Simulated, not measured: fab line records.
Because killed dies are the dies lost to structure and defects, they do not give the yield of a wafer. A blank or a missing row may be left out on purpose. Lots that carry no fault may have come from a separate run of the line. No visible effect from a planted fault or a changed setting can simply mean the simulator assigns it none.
fab line records	flow n5_finfet
record: lots: 24	wafers: 72	last_day: 20
route steps=1938 shown BEOL_M5@1138 BEOL_M6@1194
lots with no fault: from the same line, run without faults
start_h: hours from the record's opening day to when the first of the lot's shown wafers began	wait_h: hours from the lot's prior step to this one	" as in the row above	L1.1+2: a single row standing in for several wafers	- no value, or no start was given	* or withheld: withheld	< > ~ a bound
route shown NAME@n: a module of which the file shows steps, and the number in the route of the first	usual: average and standard deviation across the fault-free wafers	same: alike in all rows	chamber/n: place in a boat	sites: the reading at each site	_std_site: standard deviation of those values	_edge_site: the outer-site mean with the inner-site mean subtracted	radius_mm: for every site, how far away it sits from the centre of the wafer	mask NAME#n: copy n	behind: the most recent tool/chamber to have shaped the wafer	hold: why the lot went on hold/how many hours it stayed there/how the hold came to an end	device: the n, p or np transistor that did not switch	end of line: tests of these same wafers at the route's end	a step given without rows: its recipe and nothing more	killed: the dies lost at the first sort to structure and to defects; this is not the yield of the wafer	map: a wafer's dies, marking killed ones x, the rest . and places with no die _
set.NAME: setting as actually run; set.NAME@STEP: the setting as run at that earlier step	model.NAME: the simulator's own value behind a step, which no gauge read
route steps across a sampled set of lots; one table per step, one row per wafer
services: when a tool's chamber went out of use (start_h, in hours from the record's first day, below 0 if earlier), for how many hours, and the reason
== steps ==
step: N5_BEOL_M5_CD_MEAS_18
recipe: pitch_nm: 56	target_cd_nm: 28
usual: cd_nm: 27.9/0.34
lot.wafer	tool	chamber	start_h	wait_h	cd_nm
L074.2	cd_sem-03	-	193.14	0.1	27.9
L074.4	"	-	"	"	27.4
L074.6	"	-	"	"	27.9
L075.2	cd_sem-03	-	199.53	0.1	27.8
L075.4	"	-	"	"	28.3
L075.5	"	-	"	"	27.9
L076.3	cd_sem-02	-	203.38	0.1	27.4
L076.4	"	-	"	"	28.1
L076.5	"	-	"	"	27.9
L078.1	cd_sem-03	-	219.95	0.1	28.0
L078.4	"	-	"	"	28.2
L078.5	"	-	"	"	27.9
L077.1	cd_sem-03	-	229.22	0.0	28.2
L077.5	"	-	"	"	28.3
L077.6	"	-	"	"	27.7
L079.1	cd_sem-03	-	244.62	0.0	27.8
L079.2	"	-	"	"	27.9
L079.3	"	-	"	"	27.5
L080.1	cd_sem-01	-	245.10	0.0	27.7
L080.2	"	-	"	"	28.5
L080.4	"	-	"	"	28.5
L081.2	cd_sem-03	-	250.38	0.1	27.5
L081.3	"	-	"	"	27.8
L081.4	"	-	"	"	27.5
L082.3	cd_sem-03	-	250.51	0.1	27.5
L082.5	"	-	"	"	27.8
L082.6	"	-	"	"	27.9
L083.1	cd_sem-02	-	280.63	0.0	27.9
L083.3	"	-	"	"	27.9
L083.5	"	-	"	"	27.8
L084.3	cd_sem-01	-	292.48	0.1	27.3
L084.5	"	-	"	"	27.1
L084.6	"	-	"	"	28.2
L085.3	cd_sem-02	-	295.58	0.1	27.6
L085.4	"	-	"	"	28.2
L085.6	"	-	"	"	28.0
L086.2	cd_sem-02	-	300.51	0.1	28.0
L086.3	"	-	"	"	27.9
L086.5	"	-	"	"	27.8
L088.1	cd_sem-03	-	301.20	0.0	27.5
L088.3	"	-	"	"	28.0
L088.6	"	-	"	"	27.8
L087.1	cd_sem-03	-	308.61	0.0	28.3
L087.2	"	-	"	"	27.8
L087.5	"	-	"	"	27.8
L089.2	cd_sem-01	-	309.37	0.1	28.5
L089.3	"	-	"	"	27.2
L089.5	"	-	"	"	28.1
L090.4	cd_sem-01	-	311.67	0.1	27.9
L090.5	"	-	"	"	28.5
L090.6	"	-	"	"	28.1
L092.3	cd_sem-02	-	317.54	0.1	28.3
L092.4	"	-	"	"	27.6
L092.5	"	-	"	"	28.0
L094.1	cd_sem-02	-	327.43	0.0	27.6
L094.2	"	-	"	"	28.0
L094.6	"	-	"	"	28.3
L091.2	cd_sem-02	-	327.56	0.1	27.6
L091.4	"	-	"	"	27.6
L091.6	"	-	"	"	27.8
L095.2	cd_sem-02	-	331.04	0.1	28.3
L095.3	"	-	"	"	27.7
L095.6	"	-	"	"	28.1
L093.1	cd_sem-01	-	337.04	0.0	28.0
L093.2	"	-	"	"	27.6
L093.6	"	-	"	"	28.5
L096.1	cd_sem-03	-	337.25	0.1	27.9
L096.2	"	-	"	"	28.5
L096.4	"	-	"	"	28.2
L097.1	cd_sem-03	-	364.51	0.0	27.4
L097.2	"	-	"	"	28.1
L097.4	"	-	"	"	28.0
step: N5_BEOL_M5_ETCH_41
recipe: chemistry: CH3F/O2	target: SiCN	target_depth_a: 315	taper_deg: 2	time_s: 56.7	ion_energy_ev: 120	mask_material: TiN	pressure_mtorr: 30	source_w: 395	bias_w: 75	Ar_flow_sccm: 150	CH3F_flow_sccm: 30	O2_flow_sccm: 20
usual: drypump_motor_current_A: 5.6/0.46	oes_product_au: 0.81/0.1	rf_vpp_V: 297.7/1.7	showerhead_plenum_p_Torr: 2.02/0.07	throttle_valve_pct: 16.18/0.21
lot.wafer	tool	chamber	start_h	wait_h	drypump_motor_current_A	oes_product_au	rf_hours_counter_h	rf_vpp_V	showerhead_plenum_p_Torr	throttle_valve_pct
L074.2	rie_diel-03	0	-	-	5.1	0.73	205	298.6	2.05	16.35
L074.4	"	1	"	"	6.4	0.99	2	297.6	1.97	15.79
L074.6	"	3	"	"	5.1	0.84	-	298.0	2.04	16.15
L075.2	rie_diel-02	3	-	-	6.0	0.72	195	296.3	1.91	16.41
L075.4	"	0	"	"	5.0	0.68	240	299.0	2.05	16.14
L075.5	"	2	"	"	5.6	0.73	-	299.0	2.05	16.09
L076.3	rie_diel-03	2	-	-	5.6	0.65	245	299.0	2.04	16.26
L076.4	"	0	"	"	5.1	0.71	207	299.1	2.05	16.33
L076.5	"	3	"	"	5.1	0.83	-	296.0	2.04	16.16
L078.1	rie_diel-05	1	-	-	5.5	0.85	66	299.3	2.12	16.12
L078.4	"	0	"	"	5.6	0.96	-	297.7	1.96	16.14
L078.5	"	1	"	"	5.4	0.86	-	299.6	2.12	16.12
L077.1	rie_diel-02	0	-	-	5.0	0.68	248	297.5	2.05	16.15
L077.5	"	3	"	"	6.0	0.72	-	295.5	1.91	16.42
L077.6	"	0	"	"	5.0	0.67	-	299.6	2.05	16.16
L079.1	rie_diel-05	0	-	-	5.6	0.93	15	296.0	1.96	16.17
L079.2	"	1	"	"	5.4	0.84	75	299.0	2.12	16.13
L079.3	"	2	"	"	5.6	0.99	2	300.7	2.14	16.02
L080.1	rie_diel-02	2	-	-	5.5	0.71	209	298.7	2.04	16.14
L080.2	"	1	"	"	6.4	0.75	146	296.4	1.93	16.50
L080.4	"	3	"	"	6.0	0.70	-	294.4	1.91	16.44
L081.2	rie_diel-02	2	-	-	5.6	0.70	212	299.8	2.04	16.14
L081.3	"	3	"	"	6.0	0.70	215	295.1	1.91	16.46
L081.4	"	1	"	"	6.4	0.75	-	297.2	1.93	16.51
L082.3	rie_diel-02	1	-	-	6.4	0.74	150	296.2	1.93	16.49
L082.5	"	3	"	"	6.0	0.70	-	296.2	1.91	16.47
L082.6	"	1	"	"	6.4	0.74	-	295.0	1.93	16.51
L083.1	rie_diel-02	1	-	-	6.4	0.73	159	295.8	1.92	16.54
L083.3	"	0	"	"	5.0	0.97	5	299.3	2.05	15.64
L083.5	"	3	"	"	6.1	0.69	-	295.4	1.90	16.49
L084.3	rie_diel-02	0	-	-	5.0	0.96	7	298.5	2.05	15.65
L084.5	"	1	"	"	6.4	0.74	-	294.1	1.92	16.52
L084.6	"	2	"	"	5.5	0.70	-	299.1	2.04	16.15
L085.3	rie_diel-05	3	-	-	5.0	0.99	2	299.0	2.05	16.01
L085.4	"	1	"	"	5.4	0.83	90	300.8	2.12	16.19
L085.6	"	3	"	"	5.0	0.99	-	297.4	2.05	15.98
L086.2	rie_diel-05	3	-	-	4.9	0.98	3	297.2	2.05	16.00
L086.3	"	2	"	"	5.6	0.94	20	300.1	2.13	16.05
L086.5	"	3	"	"	4.9	0.99	-	297.3	2.05	16.00
L088.1	rie_diel-05	3	-	-	5.0	0.98	3	298.7	2.05	16.01
L088.3	"	2	"	"	5.6	0.95	20	299.2	2.13	16.05
L088.6	"	0	"	"	5.6	0.89	-	296.2	1.95	16.17
L087.1	rie_diel-03	3	-	-	5.2	0.78	91	297.0	2.03	16.21
L087.2	"	2	"	"	5.6	0.91	17	299.2	2.03	15.86
L087.5	"	3	"	"	5.2	0.79	-	298.3	2.03	16.22
L089.2	rie_diel-03	2	-	-	5.6	0.92	17	298.5	2.03	15.84
L089.3	"	0	"	"	5.1	0.70	234	298.5	2.04	16.37
L089.5	"	0	"	"	5.1	0.70	-	299.7	2.04	16.38
L090.4	rie_diel-02	0	-	-	5.0	0.95	11	297.6	2.04	15.65
L090.5	"	1	"	"	6.4	0.73	-	297.1	1.92	16.54
L090.6	"	2	"	"	5.5	0.70	-	296.6	2.04	16.16
L092.3	rie_diel-05	0	-	-	5.6	0.89	35	296.7	1.95	16.19
L092.4	"	3	"	"	4.9	0.96	6	297.9	2.05	16.01
L092.5	"	1	"	"	5.4	0.82	-	299.3	2.11	16.19
L094.1	rie_diel-05	3	-	-	4.9	0.96	9	297.9	2.05	16.01
L094.2	"	0	"	"	5.6	0.88	37	296.3	1.95	16.20
L094.6	"	0	"	"	5.6	0.89	-	297.0	1.95	16.21
L091.2	rie_diel-03	3	-	-	5.2	0.78	98	299.2	2.03	16.22
L091.4	"	1	"	"	6.4	0.87	38	295.9	1.96	15.86
L091.6	"	0	"	"	5.1	0.70	-	299.5	2.04	16.38
L095.2	rie_diel-05	2	-	-	5.6	0.93	26	299.4	2.13	16.07
L095.3	"	0	"	"	5.5	0.89	37	296.0	1.95	16.20
L095.6	"	2	"	"	5.6	0.93	-	299.1	2.13	16.06
L093.1	rie_diel-05	2	-	-	5.6	0.92	27	300.7	2.13	16.08
L093.2	"	3	"	"	4.9	0.96	10	298.3	2.05	16.00
L093.6	"	3	"	"	5.0	0.95	-	298.8	2.05	16.02
L096.1	rie_diel-03	0	-	-	5.1	0.69	243	298.3	2.04	16.38
L096.2	"	3	"	"	5.2	0.77	101	296.3	2.03	16.25
L096.4	"	1	"	"	6.3	0.87	-	297.0	1.95	15.87
L097.1	rie_diel-03	2	-	-	5.7	0.89	30	298.2	2.03	15.88
L097.2	"	3	"	"	5.2	0.78	113	297.6	2.03	16.24
L097.4	"	2	"	"	5.7	0.89	-	298.1	2.03	15.87
step: N5_BEOL_M5_DEGAS_44
recipe: ambient: vacuum	temp_c: 250	time_s: 60
usual: heater_power_w: 337/34
lot.wafer	tool	chamber	start_h	wait_h	heater_power_w
L074.2	pvd_sputter-02	-	197.42	2.0	354
L074.4	"	-	"	"	330
L074.6	"	-	"	"	381
L075.2	pvd_sputter-02	-	203.58	0.2	315
L075.4	"	-	"	"	347
L075.5	"	-	"	"	338
L076.3	pvd_sputter-02	-	206.58	0.2	313
L076.4	"	-	"	"	335
L076.5	"	-	"	"	364
L078.1	pvd_sputter-02	-	223.94	0.3	318
L078.4	"	-	"	"	335
L078.5	"	-	"	"	326
L077.1	pvd_sputter-03	-	231.04	0.4	325
L077.5	"	-	"	"	328
L077.6	"	-	"	"	316
L079.1	pvd_sputter-01	-	246.31	0.4	279
L079.2	"	-	"	"	329
L079.3	"	-	"	"	341
L080.1	pvd_sputter-03	-	248.33	1.7	291
L080.2	"	-	"	"	322
L080.4	"	-	"	"	408
L081.2	pvd_sputter-02	-	253.20	0.2	324
L081.3	"	-	"	"	362
L081.4	"	-	"	"	315
L082.3	pvd_sputter-01	-	256.26	1.4	340
L082.5	"	-	"	"	287
L082.6	"	-	"	"	354
L083.1	pvd_sputter-02	-	282.94	0.3	377
L083.3	"	-	"	"	324
L083.5	"	-	"	"	387
L084.3	pvd_sputter-03	-	295.15	0.6	402
L084.5	"	-	"	"	294
L084.6	"	-	"	"	326
L085.3	pvd_sputter-01	-	300.32	0.2	336
L085.4	"	-	"	"	352
L085.6	"	-	"	"	283
L086.2	pvd_sputter-02	-	304.20	0.5	362
L086.3	"	-	"	"	324
L086.5	"	-	"	"	353
L088.1	pvd_sputter-02	-	304.76	0.3	332
L088.3	"	-	"	"	347
L088.6	"	-	"	"	358
L087.1	pvd_sputter-02	-	310.37	0.6	352
L087.2	"	-	"	"	327
L087.5	"	-	"	"	377
L089.2	pvd_sputter-01	-	312.72	1.4	349
L089.3	"	-	"	"	338
L089.5	"	-	"	"	276
L090.4	pvd_sputter-03	-	313.47	0.2	328
L090.5	"	-	"	"	327
L090.6	"	-	"	"	328
L092.3	pvd_sputter-03	-	319.47	0.3	326
L092.4	"	-	"	"	303
L092.5	"	-	"	"	404
L094.1	pvd_sputter-03	-	330.17	0.3	396
L094.2	"	-	"	"	320
L094.6	"	-	"	"	401
L091.2	pvd_sputter-03	-	330.51	0.2	397
L091.4	"	-	"	"	288
L091.6	"	-	"	"	404
L095.2	pvd_sputter-01	-	336.07	0.3	355
L095.3	"	-	"	"	336
L095.6	"	-	"	"	285
L093.1	pvd_sputter-03	-	339.56	0.6	319
L093.2	"	-	"	"	329
L093.6	"	-	"	"	401
L096.1	pvd_sputter-03	-	340.16	0.3	333
L096.2	"	-	"	"	325
L096.4	"	-	"	"	414
L097.1	pvd_sputter-03	-	369.09	0.4	399
L097.2	"	-	"	"	286
L097.4	"	-	"	"	329
step: N5_BEOL_M5_SPUTTER_48
recipe: material: Cu	target_thk_a: 150	temp_c: -20	chamber_pressure_pa: 0.07	power_w: withheld	time_s: 27.62
usual: throttle_valve_pct: 29.7/0.65
lot.wafer	tool	chamber	start_h	wait_h	throttle_valve_pct
L074.2	pvd_sputter-03	-	198.15	0.1	29.4
L074.4	"	-	"	"	29.8
L074.6	"	-	"	"	29.8
L075.2	pvd_sputter-03	-	204.19	0.1	29.1
L075.4	"	-	"	"	30.6
L075.5	"	-	"	"	29.4
L076.3	pvd_sputter-02	-	207.39	0.4	29.6
L076.4	"	-	"	"	30.2
L076.5	"	-	"	"	30.1
L078.1	pvd_sputter-02	-	225.55	0.2	29.7
L078.4	"	-	"	"	30.0
L078.5	"	-	"	"	28.9
L077.1	pvd_sputter-03	-	231.62	0.1	30.6
L077.5	"	-	"	"	29.7
L077.6	"	-	"	"	30.4
L079.1	pvd_sputter-02	-	246.85	0.1	28.9
L079.2	"	-	"	"	29.7
L079.3	"	-	"	"	30.2
L080.1	pvd_sputter-01	-	249.13	0.1	31.1
L080.2	"	-	"	"	30.0
L080.4	"	-	"	"	29.9
L081.2	pvd_sputter-03	-	254.20	0.1	29.3
L081.3	"	-	"	"	29.3
L081.4	"	-	"	"	29.8
L082.3	pvd_sputter-02	-	256.82	0.1	29.0
L082.5	"	-	"	"	29.9
L082.6	"	-	"	"	29.0
L083.1	pvd_sputter-03	-	284.18	0.1	29.8
L083.3	"	-	"	"	29.4
L083.5	"	-	"	"	29.0
L084.3	pvd_sputter-03	-	295.72	0.1	30.9
L084.5	"	-	"	"	30.7
L084.6	"	-	"	"	29.7
L085.3	pvd_sputter-03	-	300.96	0.1	30.6
L085.4	"	-	"	"	29.4
L085.6	"	-	"	"	29.2
L086.2	pvd_sputter-01	-	304.88	0.1	29.7
L086.3	"	-	"	"	30.4
L086.5	"	-	"	"	28.6
L088.1	pvd_sputter-02	-	305.82	0.3	29.8
L088.3	"	-	"	"	30.1
L088.6	"	-	"	"	29.7
L087.1	pvd_sputter-02	-	310.99	0.1	29.0
L087.2	"	-	"	"	29.8
L087.5	"	-	"	"	30.1
L089.2	pvd_sputter-01	-	313.36	0.1	31.1
L089.3	"	-	"	"	29.9
L089.5	"	-	"	"	28.1
L090.4	pvd_sputter-02	-	315.78	0.1	29.8
L090.5	"	-	"	"	29.6
L090.6	"	-	"	"	30.0
L092.3	pvd_sputter-01	-	321.64	0.1	29.9
L092.4	"	-	"	"	28.3
L092.5	"	-	"	"	30.0
L094.1	pvd_sputter-03	-	330.72	0.1	29.1
L094.2	"	-	"	"	29.7
L094.6	"	-	"	"	29.1
L091.2	pvd_sputter-02	-	332.80	1.6	29.7
L091.4	"	-	"	"	30.1
L091.6	"	-	"	"	29.6
L095.2	pvd_sputter-01	-	337.00	0.2	30.1
L095.3	"	-	"	"	31.5
L095.6	"	-	"	"	30.0
L093.1	pvd_sputter-03	-	340.42	0.2	30.6
L093.2	"	-	"	"	30.1
L093.6	"	-	"	"	29.0
L096.1	pvd_sputter-02	-	341.34	0.2	30.0
L096.2	"	-	"	"	29.6
L096.4	"	-	"	"	29.7
L097.1	pvd_sputter-02	-	370.16	0.2	28.9
L097.2	"	-	"	"	29.8
L097.4	"	-	"	"	29.6
step: N5_BEOL_M5_ANNEAL_82
recipe: temp_c: 400	time_s: 1800	ambient: vacuum
usual: heater_power_w: 848/84
lot.wafer	tool	chamber	start_h	wait_h	heater_power_w
L074.2	pvd_sputter-03	-	199.31	0.0	816
L074.4	"	-	"	"	987
L074.6	"	-	"	"	1014
L075.2	pvd_sputter-03	-	205.36	0.0	809
L075.4	"	-	"	"	721
L075.5	"	-	"	"	815
L076.3	pvd_sputter-02	-	208.56	0.0	950
L076.4	"	-	"	"	831
L076.5	"	-	"	"	858
L078.1	pvd_sputter-02	-	226.72	0.0	979
L078.4	"	-	"	"	843
L078.5	"	-	"	"	904
L077.1	pvd_sputter-03	-	232.78	0.0	722
L077.5	"	-	"	"	1027
L077.6	"	-	"	"	758
L079.1	pvd_sputter-02	-	248.02	0.0	900
L079.2	"	-	"	"	991
L079.3	"	-	"	"	796
L080.1	pvd_sputter-01	-	250.30	0.0	831
L080.2	"	-	"	"	711
L080.4	"	-	"	"	874
L081.2	pvd_sputter-03	-	255.36	0.0	799
L081.3	"	-	"	"	817
L081.4	"	-	"	"	1007
L082.3	pvd_sputter-02	-	257.99	0.0	910
L082.5	"	-	"	"	819
L082.6	"	-	"	"	873
L083.1	pvd_sputter-03	-	285.34	0.0	1013
L083.3	"	-	"	"	822
L083.5	"	-	"	"	814
L084.3	pvd_sputter-03	-	296.89	0.0	739
L084.5	"	-	"	"	742
L084.6	"	-	"	"	990
L085.3	pvd_sputter-03	-	302.12	0.0	731
L085.4	"	-	"	"	820
L085.6	"	-	"	"	809
L086.2	pvd_sputter-01	-	306.04	0.0	871
L086.3	"	-	"	"	723
L086.5	"	-	"	"	832
L088.1	pvd_sputter-02	-	306.99	0.0	826
L088.3	"	-	"	"	837
L088.6	"	-	"	"	783
L087.1	pvd_sputter-02	-	312.16	0.0	888
L087.2	"	-	"	"	959
L087.5	"	-	"	"	812
L089.2	pvd_sputter-01	-	314.52	0.0	830
L089.3	"	-	"	"	707
L089.5	"	-	"	"	826
L090.4	pvd_sputter-02	-	316.94	0.0	971
L090.5	"	-	"	"	981
L090.6	"	-	"	"	784
L092.3	pvd_sputter-01	-	322.81	0.0	859
L092.4	"	-	"	"	828
L092.5	"	-	"	"	695
L094.1	pvd_sputter-03	-	331.88	0.0	819
L094.2	"	-	"	"	1032
L094.6	"	-	"	"	808
L091.2	pvd_sputter-02	-	333.96	0.0	971
L091.4	"	-	"	"	846
L091.6	"	-	"	"	813
L095.2	pvd_sputter-01	-	338.16	0.0	711
L095.3	"	-	"	"	820
L095.6	"	-	"	"	724
L093.1	pvd_sputter-03	-	341.58	0.0	731
L093.2	"	-	"	"	986
L093.6	"	-	"	"	783
L096.1	pvd_sputter-02	-	342.51	0.0	863
L096.2	"	-	"	"	976
L096.4	"	-	"	"	799
L097.1	pvd_sputter-02	-	371.32	0.0	878
L097.2	"	-	"	"	952
L097.4	"	-	"	"	796
step: N5_BEOL_M6_ILD_DEP_00
recipe: material: SiCOH_lowk	target_thk_a: 1797.5	temp_c: 300	precursor: DEMS/porogen	pressure_torr: 5	rf_w: 500	time_s: 33.4
usual: heater_power_w: 342/49	showerhead_plenum_p_Torr: 5.735/0.016	showerhead_vpp_V: 1420/55	throttle_valve_pct: 14.1/0.81
lot.wafer	tool	chamber	start_h	wait_h	heater_power_w	showerhead_plenum_p_Torr	showerhead_vpp_V	throttle_valve_pct
L074.2	pecvd-04	0	203.70	0.0	316	5.744	1434	14.0
L074.4	"	1	"	"	328	5.722	1386	15.4
L074.6	"	0	"	"	319	5.734	1414	14.0
L075.2	pecvd-01	0	209.69	0.0	398	5.722	1384	14.4
L075.4	"	2	"	"	369	5.748	1383	12.8
L075.5	"	1	"	"	342	5.743	1431	14.5
L076.3	pecvd-02	1	212.94	0.1	285	5.744	1426	14.1
L076.4	"	0	"	"	416	5.769	1384	14.8
L076.5	"	1	"	"	287	5.720	1439	14.1
L078.1	pecvd-01	0	231.05	0.0	407	5.725	1397	14.4
L078.4	"	1	"	"	327	5.729	1436	13.9
L078.5	"	0	"	"	401	5.732	1396	14.6
L077.1	pecvd-04	0	237.09	0.0	265	5.725	1413	13.9
L077.5	"	1	"	"	265	5.727	1384	15.7
L077.6	"	0	"	"	270	5.740	1417	13.8
L079.1	pecvd-04	0	254.94	0.0	309	5.747	1392	14.2
L079.2	"	2	"	"	392	5.712	1396	13.2
L079.3	"	1	"	"	282	5.714	1385	15.5
L080.1	pecvd-04	0	255.05	0.0	278	5.726	1407	14.4
L080.2	"	2	"	"	439	5.720	1387	13.2
L080.4	"	1	"	"	319	5.736	1371	15.5
L081.2	pecvd-04	0	259.66	0.0	298	5.720	1432	14.0
L081.3	"	1	"	"	296	5.721	1402	15.6
L081.4	"	1	"	"	305	5.727	1393	15.3
L082.3	pecvd-02	1	262.30	0.0	300	5.749	1436	13.8
L082.5	"	2	"	"	344	5.736	1613	12.7
L082.6	"	0	"	"	320	5.756	1388	14.9
L083.1	pecvd-01	2	289.64	0.0	360	5.762	1384	13.2
L083.3	"	0	"	"	392	5.721	1393	14.5
L083.5	"	0	"	"	377	5.734	1399	14.3
L084.3	pecvd-02	1	301.53	0.0	300	5.728	1445	14.0
L084.5	"	2	"	"	355	5.721	1585	12.8
L084.6	"	0	"	"	365	5.774	1360	14.8
L085.3	pecvd-02	2	306.61	0.0	338	5.723	1557	12.8
L085.4	"	1	"	"	254	5.723	1454	14.0
L085.6	"	2	"	"	331	5.725	1598	12.9
L086.2	pecvd-01	0	310.40	0.0	384	5.721	1389	14.6
L086.3	"	1	"	"	307	5.743	1441	14.2
L086.5	"	1	"	"	317	5.725	1432	13.9
L088.1	pecvd-02	1	311.30	0.0	249	5.720	1444	13.9
L088.3	"	2	"	"	353	5.730	1559	12.9
L088.6	"	0	"	"	386	5.748	1382	15.0
L087.1	pecvd-02	0	316.46	0.0	383	5.756	1382	14.8
L087.2	"	1	"	"	264	5.729	1453	14.3
L087.5	"	0	"	"	403	5.747	1374	14.6
L089.2	pecvd-01	2	319.58	0.0	341	5.752	1397	13.3
L089.3	"	0	"	"	402	5.719	1395	14.2
L089.5	"	1	"	"	355	5.722	1442	14.0
L090.4	pecvd-01	2	321.57	0.1	312	5.756	1398	13.0
L090.5	"	1	"	"	340	5.730	1423	14.3
L090.6	"	0	"	"	409	5.714	1421	14.5
L092.3	pecvd-04	0	327.11	0.0	287	5.741	1427	14.1
L092.4	"	2	"	"	372	5.692	1419	13.1
L092.5	"	0	"	"	302	5.743	1404	14.1
L094.1	pecvd-04	0	336.24	0.0	313	5.738	1417	14.3
L094.2	"	2	"	"	403	5.723	1410	13.3
L094.6	"	2	"	"	403	5.710	1423	13.3
L091.2	pecvd-01	0	339.45	0.0	398	5.721	1392	14.4
L091.4	"	2	"	"	343	5.740	1403	13.3
L091.6	"	1	"	"	317	5.755	1446	14.3
L095.2	pecvd-04	0	342.63	0.0	316	5.728	1392	14.4
L095.3	"	1	"	"	284	5.735	1388	15.6
L095.6	"	0	"	"	243	5.741	1426	14.2
L093.1	pecvd-01	2	345.99	0.0	378	5.759	1377	13.0
L093.2	"	0	"	"	391	5.715	1373	14.4
L093.6	"	2	"	"	391	5.758	1395	13.3
L096.1	pecvd-02	1	346.84	0.0	289	5.726	1456	14.3
L096.2	"	0	"	"	401	5.762	1349	15.0
L096.4	"	1	"	"	289	5.732	1437	13.8
L097.1	pecvd-01	2	375.67	0.0	368	5.734	1384	13.2
L097.2	"	0	"	"	335	5.708	1417	14.4
L097.4	"	0	"	"	349	5.715	1401	14.4
== services ==
tool	chamber	start_h	hours	kind
rie_diel-05	3	171.94	12.6	repair
rie_diel-05	0	184.97	-	clean
rie_diel-05	0	184.97	-	consumable_replace:focus_ring
rie_diel-05	0	184.97	23.1	scheduled_down
rie_diel-05	0	184.97	23.1	vent_cycle
rie_diel-03	0	202.03	2.2	repair
pecvd-01	-	203.81	0.8	pm
rie_diel-05	2	208.17	-	clean
rie_diel-05	2	208.17	-	consumable_replace:esc
pecvd-01	-	218.69	0.9	repair
rie_diel-02	1	229.90	7.5	repair
rie_diel-05	1	270.40	3.0	repair
rie_diel-02	0	274.42	7.1	repair
pecvd-04	-	288.42	33.3	repair
pecvd-02	-	297.46	0.3	repair
pecvd-04	-	328.99	0.3	repair
rie_diel-05	1	330.57	3.3	repair
rie_diel-03	2	333.39	19.1	repair
rie_diel-05	-	333.75	0.4	repair
pecvd-04	0	344.54	23.9	repair
pvd_sputter-01	-	344.74	1.6	repair
rie_diel-02	0	350.54	31.6	repair
pvd_sputter-02	-	351.20	11.7	repair
pecvd-02	-	369.11	3.9	repair
== key ==
fault none
